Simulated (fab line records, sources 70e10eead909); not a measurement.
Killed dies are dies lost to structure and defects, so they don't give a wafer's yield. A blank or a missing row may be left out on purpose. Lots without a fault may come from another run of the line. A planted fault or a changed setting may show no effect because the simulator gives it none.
A struck lot beside a sound one | flow nand_harc | 14 steps out of a route of 1159
Sound: wafers L319.1, L319.3, L319.4. Struck: wafers L336.3, L336.4, L336.6. The cause comes at the end.
At each step with rows: each side's tool, then ch and its chambers, then its first start. Under that, the readings that differ: sound wafers | struck wafers | difference of the means | sigmas: that difference in standard deviations of wafers without a fault.
alike: readings whose means differ by less than 2 such deviations, and words and numbers that are the same on both sides. not compared: withheld readings, readings that some wafer has no value for, bounds like >300 that may hide the same value, and numbers for which the record gives no deviation and whose values overlap.
The two part at a step that has a row with sigmas, a row that says differs or no value, or rows on one side only. Numbers that don't overlap but have no deviation are shown without sigmas and don't part them. A reading that every wafer of one side lacks parts them only if that side has two wafers or more.

first, 1 step without rows for these wafers: NHARC_P_STI_OXIDE_40 (material SiO2, target thk 10 nm, ox time 1362 s).
NHARC_P_STI_INSPECT_25:
  sound on defect_inspect-01, day 3 19:35; struck on defect_inspect-01, day 8 00:36
  alike: raw_defect_count
then, 10 steps without rows for these wafers: NHARC_P_GATE_ETCH_69 (etches SiO2 in dHF, target depth 14 nm); NHARC_P_GATE_PRECLEAN_70 (cleans in SC1); NHARC_P_GATE_SRD_01; NHARC_P_GATE_OXIDE_02 (material SiO2, target thk 37.5 nm, ox time 365 s); NHARC_P_GATE_DEHYDRATE_03 (time 120 s); NHARC_P_GATE_HMDS_04 (time 30 s); NHARC_P_GATE_COAT_05; NHARC_P_GATE_SOFTBAKE_06 (time 95 s); NHARC_P_GATE_EBR_07; NHARC_P_GATE_EXPOSE_08 (exposes mask P HV).
NHARC_P_GATE_PEB_09: peb time 85 s.
  sound on litho_track-03 ch 0, day 4 03:43; struck on litho_track-03, day 8 08:50
  no value came back on the struck wafers for chill_plate_temp_C (C), exhaust_pa (Pa); on the sound wafers chill_plate_temp_C (C) reads 23.12 23.26 23.10
then, 1 step without rows for these wafers: NHARC_P_GATE_DEVELOP_10 (time 70 s).

WHERE THEY PART
Only at NHARC_P_GATE_PEB_09, within this record.

WHY: what the simulator had put in
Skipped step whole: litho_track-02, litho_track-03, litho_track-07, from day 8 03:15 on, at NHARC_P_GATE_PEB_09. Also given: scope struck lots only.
